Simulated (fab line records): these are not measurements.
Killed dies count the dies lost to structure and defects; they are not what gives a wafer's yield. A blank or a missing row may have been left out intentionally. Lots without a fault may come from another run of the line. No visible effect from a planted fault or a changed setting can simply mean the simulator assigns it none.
fab line records + flow nand-harc
record:
- lots: 14
- wafers: 42
- last-day: 34
route steps=1302 shown P_CONTACT@238 P_M0@261
lots that met no fault: taken from a fault-free run of the same line
start-h: start of the lot's first displayed wafer, in hours after the record's first day + wait-h: time in hours since the lot's previous step + " identical to the entry in the row above + L1.1+2: several wafers, shown together as one row + - no value, or no start was given + * or withheld: withheld + < > ~ a bound
route shown NAME@n: names a module that has steps shown in the file, with the first one's number in the route + usual: mean and standard deviation over wafers with no fault + same: alike in all rows + chamber/n: place in a boat + sites: per-site readings + _std_site: how widely they spread, as a standard deviation + _edge_site: mean of outer sites minus mean of inner sites + radius-mm: for every site, how far away it sits from the centre of the wafer + mask NAME#n: copy n + behind: the most recent tool/chamber to have shaped the wafer + hold: the reason the lot was held/the length of the hold in hours/how it ended + device: the transistor (n, p or np) that didn't switch + end of line: at the end of the route, the tests of the same wafers + step lacking rows: just its recipe + killed: at the first sort, the dies lost to defects and structure; wafer yield is something else + map: a wafer's dies, x killed, . not, _ none there
set.NAME: the setting that was run; set.NAME@STEP: the one run at that earlier step + model.NAME: the simulator's own value behind a step, which no gauge read
a sample of lots followed through the steps of the route, with each step as a table and each wafer as a row
services: from which hour (start-h, from the record's first day; less than 0 if before it) a tool's chamber was out of use, for how many hours, and why
== steps ==
step: NHARC_P_CONTACT_ETCH_18
recipe:
- target-depth-a: 4810
- time-s: 240.5
- c4f8-flow-sccm: 20
- o2-flow-sccm: 10
- ar-flow-sccm: withheld
- rf-w: 600
- bias-w: 1500
- chemistry: C4F8/O2/Ar
usual:
- oes-product-au: 0.958/0.02
- rf-vpp-V: 980/5.8
| lot.wafer | tool        | chamber | start-h | wait-h | oes-product-au | rf-hours-counter-h | rf-vpp-V |
|-----------|-------------|---------|---------|--------|----------------|--------------------|----------|
| L350.1    | rie-diel-05 | 0       | -       | -      | 0.943          | 2.0                | 978      |
| L350.4    | "           | 2       | "       | "      | 0.972          | 1.9                | 987      |
| L350.3    | "           | 3       | "       | "      | 0.963          | 2.0                | 972      |
| L351.1    | rie-diel-06 | 3       | -       | -      | 0.983          | 0.4                | 982      |
| L351.4    | "           | 1       | "       | "      | 0.946          | 0.2                | 981      |
| L351.5    | "           | 0       | "       | "      | 0.972          | -                  | 972      |
| L353.2    | rie-diel-05 | 3       | -       | -      | 0.952          | 2.9                | 972      |
| L353.6    | "           | 2       | "       | "      | 0.967          | -                  | 986      |
| L353.5    | "           | 1       | "       | "      | 0.944          | -                  | 981      |
| L354.2    | rie-diel-06 | 1       | -       | -      | 0.948          | 1.3                | 979      |
| L354.1    | "           | 3       | "       | "      | 0.971          | 1.6                | 982      |
| L354.5    | "           | 0       | "       | "      | 0.970          | -                  | 971      |
| L355.4    | rie-diel-05 | 1       | -       | -      | 0.945          | 3.6                | 979      |
| L355.1    | "           | 2       | "       | "      | 0.984          | 3.7                | 987      |
| L355.2    | "           | 3       | "       | "      | 0.971          | 3.8                | 971      |
| L356.2    | rie-diel-06 | 2       | -       | -      | 0.973          | 1.8                | 987      |
| L356.3    | "           | 1       | "       | "      | 0.948          | 1.8                | 980      |
| L356.5    | "           | 2       | "       | "      | 0.967          | -                  | 987      |
| L357.2    | rie-diel-06 | 3       | -       | -      | 0.958          | 2.4                | 980      |
| L357.6    | "           | 1       | "       | "      | 0.972          | -                  | 980      |
| L357.5    | "           | 2       | "       | "      | 0.956          | -                  | 989      |
| L365.1    | rie-diel-06 | 0       | -       | -      | 0.927          | 4.8                | 968      |
| L365.3    | "           | 1       | "       | "      | 0.937          | 3.7                | 979      |
| L365.6    | "           | 0       | "       | "      | 0.928          | -                  | 970      |
| L366.4    | rie-diel-05 | 0       | -       | -      | 0.948          | 1.6                | 977      |
| L366.3    | "           | 3       | "       | "      | 0.955          | 1.8                | 972      |
| L366.6    | "           | 0       | "       | "      | 0.958          | -                  | 976      |
| L367.4    | rie-diel-06 | 3       | -       | -      | 0.998          | 5.7                | 982      |
| L367.1    | "           | 0       | "       | "      | 0.959          | 5.6                | 971      |
| L367.6    | "           | 3       | "       | "      | 0.998          | -                  | 980      |
| L368.1    | rie-diel-05 | 2       | -       | -      | 0.984          | 2.9                | 987      |
| L368.3    | "           | 3       | "       | "      | 0.976          | 2.7                | 973      |
| L368.4    | "           | 0       | "       | "      | 0.954          | 2.5                | 977      |
| L369.4    | rie-diel-02 | 1       | -       | -      | 0.965          | 6.3                | 983      |
| L369.1    | "           | 3       | "       | "      | 0.960          | 6.2                | 984      |
| L369.5    | "           | 1       | "       | "      | 0.972          | -                  | 984      |
| L370.3    | rie-diel-02 | 1       | -       | -      | 0.977          | 6.9                | 983      |
| L370.2    | "           | 2       | "       | "      | 0.970          | 6.7                | 978      |
| L370.5    | "           | 2       | "       | "      | 0.968          | -                  | 977      |
| L371.2    | rie-diel-05 | 1       | -       | -      | 0.949          | 3.3                | 981      |
| L371.4    | "           | 2       | "       | "      | 0.975          | 3.7                | 986      |
| L371.5    | "           | 2       | "       | "      | 0.975          | -                  | 987      |
step: NHARC_P_CONTACT_DEGAS_38
recipe:
- temp-c: 300
- time-s: 60
usual:
- heater-power-w: 472/69
| lot.wafer | tool           | chamber | start-h | wait-h | heater-power-w |
|-----------|----------------|---------|---------|--------|----------------|
| L350.3    | pvd-sputter-02 | -       | 143.41  | -      | 462            |
| L350.4    | "              | -       | "       | "      | 611            |
| L350.1    | "              | -       | "       | "      | 493            |
| L351.4    | pvd-sputter-02 | -       | 146.46  | -      | 476            |
| L351.1    | "              | -       | "       | "      | 594            |
| L351.5    | "              | -       | "       | "      | 610            |
| L353.2    | pvd-sputter-03 | -       | 169.81  | -      | 474            |
| L353.6    | "              | -       | "       | "      | 503            |
| L353.5    | "              | -       | "       | "      | 489            |
| L354.1    | pvd-sputter-01 | -       | 187.71  | -      | 426            |
| L354.2    | "              | -       | "       | "      | 444            |
| L354.5    | "              | -       | "       | "      | 353            |
| L355.4    | pvd-sputter-03 | -       | 199.24  | -      | 551            |
| L355.2    | "              | -       | "       | "      | 423            |
| L355.1    | "              | -       | "       | "      | 532            |
| L356.2    | pvd-sputter-01 | -       | 200.06  | -      | 416            |
| L356.3    | "              | -       | "       | "      | 351            |
| L356.5    | "              | -       | "       | "      | 343            |
| L357.2    | pvd-sputter-01 | -       | 210.10  | -      | 446            |
| L357.5    | "              | -       | "       | "      | 420            |
| L357.6    | "              | -       | "       | "      | 348            |
| L365.3    | pvd-sputter-03 | -       | 287.96  | -      | 495            |
| L365.1    | "              | -       | "       | "      | 525            |
| L365.6    | "              | -       | "       | "      | 542            |
| L366.4    | pvd-sputter-02 | -       | 299.11  | -      | 618            |
| L366.3    | "              | -       | "       | "      | 462            |
| L366.6    | "              | -       | "       | "      | 608            |
| L367.1    | pvd-sputter-03 | -       | 306.25  | -      | 514            |
| L367.4    | "              | -       | "       | "      | 504            |
| L367.6    | "              | -       | "       | "      | 436            |
| L368.1    | pvd-sputter-01 | -       | 326.73  | -      | 438            |
| L368.3    | "              | -       | "       | "      | 360            |
| L368.4    | "              | -       | "       | "      | 419            |
| L369.4    | pvd-sputter-01 | -       | 329.18  | -      | 425            |
| L369.1    | "              | -       | "       | "      | 414            |
| L369.5    | "              | -       | "       | "      | 443            |
| L370.3    | pvd-sputter-01 | -       | 343.75  | -      | 422            |
| L370.2    | "              | -       | "       | "      | 419            |
| L370.5    | "              | -       | "       | "      | 418            |
| L371.2    | pvd-sputter-02 | -       | 352.71  | -      | 466            |
| L371.4    | "              | -       | "       | "      | 466            |
| L371.5    | "              | -       | "       | "      | 611            |
step: NHARC_P_M0_PEB_07
recipe:
- peb-temp-c: 100
- peb-time-s: 65
usual:
- heater-power-total-W: 156.7/0.41
- plate-temp-C: 100.01/0.12
| lot.wafer | tool           | chamber | start-h | wait-h | heater-power-total-W | plate-temp-C |
|-----------|----------------|---------|---------|--------|----------------------|--------------|
| L350.1    | litho-track-04 | 0       | 145.59  | 0.1    | 156.6                | 100.01       |
| L350.3    | "              | 0       | "       | "      | 157.2                | 99.93        |
| L350.4    | "              | 0       | "       | "      | 156.9                | 100.06       |
| L351.1    | litho-track-06 | 0       | 148.77  | 0.1    | 156.9                | 100.04       |
| L351.4    | "              | 0       | "       | "      | 157.1                | 100.03       |
| L351.5    | "              | 0       | "       | "      | 156.4                | 99.92        |
| L353.2    | litho-track-04 | 0       | 171.99  | 0.1    | 155.9                | 99.97        |
| L353.5    | "              | 0       | "       | "      | 157.0                | 99.98        |
| L353.6    | "              | 0       | "       | "      | 156.3                | 99.83        |
| L354.1    | litho-track-01 | 0       | 190.01  | 0.1    | 156.9                | 99.93        |
| L354.2    | "              | 0       | "       | "      | 156.8                | 100.10       |
| L354.5    | "              | 0       | "       | "      | 157.2                | 100.12       |
| L355.1    | litho-track-01 | 0       | 201.56  | 0.1    | 156.7                | 99.96        |
| L355.2    | "              | 0       | "       | "      | 157.0                | 100.08       |
| L355.4    | "              | 0       | "       | "      | 156.9                | 99.93        |
| L356.2    | litho-track-01 | 0       | 202.37  | 0.1    | 139.9                | 91.91        |
| L356.3    | "              | 0       | "       | "      | 140.0                | 91.98        |
| L356.5    | "              | 0       | "       | "      | 139.5                | 91.84        |
| L357.2    | litho-track-01 | 0       | 212.42  | 0.1    | 140.0                | 91.90        |
| L357.5    | "              | 0       | "       | "      | 139.7                | 91.93        |
| L357.6    | "              | 0       | "       | "      | 140.0                | 91.59        |
| L365.1    | litho-track-06 | 0       | 290.18  | 0.1    | 156.2                | 100.17       |
| L365.3    | "              | 0       | "       | "      | 157.2                | 100.00       |
| L365.6    | "              | 0       | "       | "      | 157.2                | 100.17       |
| L366.3    | litho-track-04 | 0       | 301.32  | 0.0    | 157.1                | 100.14       |
| L366.4    | "              | 0       | "       | "      | 157.1                | 100.16       |
| L366.6    | "              | 0       | "       | "      | 156.0                | 100.09       |
| L367.1    | litho-track-01 | 0       | 309.10  | 0.1    | 157.0                | 99.94        |
| L367.4    | "              | 0       | "       | "      | 156.1                | 99.99        |
| L367.6    | "              | 0       | "       | "      | 157.1                | 100.02       |
| L368.1    | litho-track-06 | 0       | 329.11  | 0.1    | 156.5                | 99.96        |
| L368.3    | "              | 0       | "       | "      | 156.6                | 99.96        |
| L368.4    | "              | 0       | "       | "      | 156.7                | 100.05       |
| L369.1    | litho-track-06 | 0       | 331.49  | 0.1    | 156.9                | 100.12       |
| L369.4    | "              | 0       | "       | "      | 156.8                | 100.10       |
| L369.5    | "              | 0       | "       | "      | 156.4                | 100.07       |
| L370.2    | litho-track-04 | 0       | 346.09  | 0.1    | 156.1                | 100.00       |
| L370.3    | "              | 0       | "       | "      | 156.1                | 99.93        |
| L370.5    | "              | 0       | "       | "      | 157.2                | 99.93        |
| L371.2    | litho-track-04 | 0       | 355.05  | 0.1    | 157.0                | 100.12       |
| L371.4    | "              | 0       | "       | "      | 157.1                | 100.14       |
| L371.5    | "              | 0       | "       | "      | 156.9                | 99.92        |
step: NHARC_P_M0_STRIP_18
recipe:
- power-w: 1000
- n2-flow-sccm: 150
- h2-flow-sccm: 150
- ar-flow-sccm: 0
- bias-w: 0
- chemistry: N2/H2
usual:
- drypump-motor-current-A: 5.8/0.45
- oes-product-au: 0.999/0.0087
- rf-vpp-V: 90.3/0.89
- showerhead-plenum-p-Torr: 1.98/0.062
- throttle-valve-pct: 14.172/0.0084
| lot.wafer | tool        | chamber | start-h | wait-h | drypump-motor-current-A | oes-product-au | rf-hours-counter-h | rf-vpp-V | showerhead-plenum-p-Torr | throttle-valve-pct |
|-----------|-------------|---------|---------|--------|-------------------------|----------------|--------------------|----------|--------------------------|--------------------|
| L350.1    | rie-diel-12 | 2       | 146.27  | 0.1    | 5.1                     | 1.011          | 8                  | 89.6     | 2.06                     | 14.193             |
| L350.3    | "           | 1       | "       | "      | 6.4                     | 0.997          | 9                  | 89.7     | 1.98                     | 14.168             |
| L350.4    | "           | 0       | "       | "      | 5.6                     | 0.987          | -                  | 88.6     | 1.90                     | 14.167             |
| L351.1    | rie-diel-12 | 1       | 149.41  | 0.1    | 6.4                     | 1.000          | 9                  | 89.0     | 1.98                     | 14.171             |
| L351.5    | "           | 1       | "       | "      | 6.4                     | 1.004          | -                  | 89.9     | 1.98                     | 14.186             |
| L351.4    | "           | 0       | "       | "      | 5.6                     | 0.991          | -                  | 88.9     | 1.90                     | 14.159             |
| L353.2    | rie-diel-10 | 1       | 172.68  | 0.1    | 5.5                     | 1.000          | 30                 | 91.8     | 2.07                     | 14.164             |
| L353.5    | "           | 3       | "       | "      | 6.0                     | 0.998          | -                  | 90.0     | 1.98                     | 14.167             |
| L353.6    | "           | 0       | "       | "      | 5.6                     | 0.995          | -                  | 91.8     | 2.05                     | 14.183             |
| L354.2    | rie-diel-12 | 1       | 190.65  | 0.1    | 6.4                     | 0.989          | 13                 | 90.9     | 1.98                     | 14.161             |
| L354.1    | "           | 2       | "       | "      | 5.2                     | 1.008          | 12                 | 89.3     | 2.06                     | 14.173             |
| L354.5    | "           | 1       | "       | "      | 6.4                     | 0.998          | -                  | 91.3     | 1.97                     | 14.186             |
| L355.2    | rie-diel-13 | 3       | 202.20  | 0.1    | 5.5                     | 1.013          | 9                  | 92.1     | 1.98                     | 14.179             |
| L355.1    | "           | 1       | "       | "      | 5.6                     | 1.006          | 9                  | 89.8     | 1.94                     | 14.176             |
| L355.4    | "           | 2       | "       | "      | 6.2                     | 0.994          | 9                  | 89.4     | 1.91                     | 14.183             |
| L356.2    | rie-diel-10 | 0       | 203.03  | 0.1    | 5.6                     | 1.002          | 40                 | 91.3     | 2.04                     | 14.169             |
| L356.3    | "           | 1       | "       | "      | 5.6                     | 0.994          | 37                 | 90.4     | 2.07                     | 14.178             |
| L356.5    | "           | 0       | "       | "      | 5.6                     | 0.999          | -                  | 91.4     | 2.04                     | 14.170             |
| L357.2    | rie-diel-10 | 1       | 213.36  | 0.1    | 5.6                     | 0.991          | 41                 | 90.8     | 2.07                     | 14.172             |
| L357.6    | "           | 0       | "       | "      | 5.6                     | 0.992          | -                  | 89.6     | 2.04                     | 14.165             |
| L357.5    | "           | 1       | "       | "      | 5.6                     | 0.987          | -                  | 90.5     | 2.07                     | 14.189             |
| L365.1    | rie-diel-13 | 3       | 290.85  | 0.1    | 5.4                     | 0.995          | 44                 | 89.9     | 1.97                     | 14.169             |
| L365.3    | "           | 0       | "       | "      | 5.7                     | 0.988          | 45                 | 90.5     | 2.02                     | 14.178             |
| L365.6    | "           | 2       | "       | "      | 6.2                     | 0.996          | -                  | 89.1     | 1.90                     | 14.180             |
| L366.4    | rie-diel-13 | 0       | 301.96  | 0.1    | 5.7                     | 0.990          | 48                 | 90.6     | 2.02                     | 14.176             |
| L366.3    | "           | 2       | "       | "      | 6.2                     | 0.992          | 48                 | 90.4     | 1.90                     | 14.164             |
| L366.6    | "           | 1       | "       | "      | 5.6                     | 0.990          | -                  | 88.5     | 1.93                     | 14.179             |
| L367.1    | rie-diel-12 | 2       | 309.90  | 0.1    | 5.2                     | 1.019          | 4                  | 91.4     | 2.05                     | 14.173             |
| L367.4    | "           | 0       | "       | "      | 5.6                     | 0.997          | 5                  | 88.9     | 1.89                     | 14.167             |
| L367.6    | "           | 2       | "       | "      | 5.2                     | 1.011          | -                  | 91.6     | 2.05                     | 14.184             |
| L368.3    | rie-diel-12 | 0       | 329.76  | 0.1    | 5.7                     | 1.010          | 8                  | 89.2     | 1.89                     | 14.163             |
| L368.4    | "           | 1       | "       | "      | 6.4                     | 0.998          | 8                  | 90.0     | 1.97                     | 14.182             |
| L368.1    | "           | 3       | "       | "      | 6.4                     | 1.009          | 7                  | 90.9     | 2.02                     | 14.168             |
| L369.4    | rie-diel-12 | 0       | 332.29  | 0.2    | 5.6                     | 0.991          | 8                  | 89.8     | 1.89                     | 14.173             |
| L369.1    | "           | 2       | "       | "      | 5.2                     | 1.014          | 7                  | 91.1     | 2.05                     | 14.172             |
| L369.5    | "           | 0       | "       | "      | 5.6                     | 0.997          | -                  | 91.1     | 1.89                     | 14.166             |
| L370.2    | rie-diel-10 | 1       | 346.80  | 0.1    | 5.5                     | 1.007          | 31                 | 91.0     | 2.05                     | 14.166             |
| L370.3    | "           | 0       | "       | "      | 5.6                     | 1.019          | 35                 | 90.6     | 2.03                     | 14.155             |
| L370.5    | "           | 1       | "       | "      | 5.5                     | 1.006          | -                  | 90.8     | 2.05                     | 14.183             |
| L371.2    | rie-diel-12 | 3       | 355.76  | 0.1    | 6.4                     | 0.996          | 12                 | 90.0     | 2.02                     | 14.175             |
| L371.4    | "           | 1       | "       | "      | 6.4                     | 0.991          | -                  | 90.5     | 1.97                     | 14.177             |
| L371.5    | "           | 3       | "       | "      | 6.4                     | 0.998          | -                  | 89.7     | 2.02                     | 14.178             |
== services ==
| tool           | chamber | start-h | hours | kind   |
|----------------|---------|---------|-------|--------|
| rie-diel-06    | -       | 130.28  | 9.0   | pm     |
| rie-diel-12    | 3       | 136.26  | 14.0  | repair |
| pvd-sputter-03 | -       | 137.19  | 3.6   | repair |
| litho-track-01 | -       | 155.00  | 7.0   | pm     |
| rie-diel-05    | 0       | 158.03  | 16.1  | repair |
| rie-diel-06    | 0       | 188.73  | 4.0   | repair |
| litho-track-04 | -       | 203.00  | 7.0   | pm     |
| rie-diel-05    | 1       | 205.40  | 10.0  | repair |
| pvd-sputter-01 | -       | 226.13  | 10.0  | pm     |
| rie-diel-05    | -       | 229.60  | 9.0   | pm     |
| rie-diel-12    | 1       | 232.76  | 6.4   | repair |
| rie-diel-06    | 0       | 250.88  | 7.1   | repair |
| rie-diel-06    | 1       | 252.90  | 32.3  | repair |
| rie-diel-12    | 1       | 253.50  | 5.2   | repair |
| rie-diel-05    | 3       | 257.40  | 6.3   | repair |
| rie-diel-05    | 2       | 267.72  | 5.3   | repair |
| rie-diel-12    | -       | 268.60  | 9.0   | pm     |
| rie-diel-06    | 3       | 303.54  | 1.3   | repair |
| rie-diel-06    | -       | 307.28  | 9.0   | pm     |
| litho-track-01 | -       | 330.00  | 7.0   | pm     |
| rie-diel-05    | 2       | 335.30  | 4.3   | repair |
| rie-diel-12    | 2       | 335.39  | 2.9   | repair |
| rie-diel-12    | 2       | 338.56  | 23.1  | repair |
| pvd-sputter-01 | -       | 349.07  | 8.2   | repair |
== key ==
first-sign:
- step: NHARC_P_M0_PEB_07
- reading: plate-temp-C
- direction: down
- sigmas: 66
- usual: *
- struck: *
effect:
- step: NHARC_P_M0_PEB_07
- reading: heater-power-total-W
- direction: down
- sigmas: 41
- usual: *
- struck: *
met-at NHARC_P_M0_PEB_07
struck-lots L356,L357
later-rows-left-out L356.2,L356.3,L356.5,L357.2,L357.5,L357.6
sort-left-out L356.2,L356.3,L356.5,L357.2,L357.5,L357.6
not-acting-at NHARC_P_CONTACT_ETCH_18,NHARC_P_CONTACT_DEGAS_38,NHARC_P_M0_STRIP_18
onset-between 201.56 202.37
fault:
- kind: process-parameter-drift
- tool: litho-track-01
- chamber: -
- onset-h: 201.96
- steps: NHARC_P_M0_PEB_07
- channel: peb-temp-c
- offset: *
- shape: step
- end-h: 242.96
- acts-in: *
- stated: *
sort-left-out: the simulated sort isn't trusted on such a fault, so these wafers' sort isn't shown, and their yield isn't known
later-rows-left-out: the simulator's readings of these wafers behind a module that went badly wrong aren't trusted and aren't shown, but for the sort
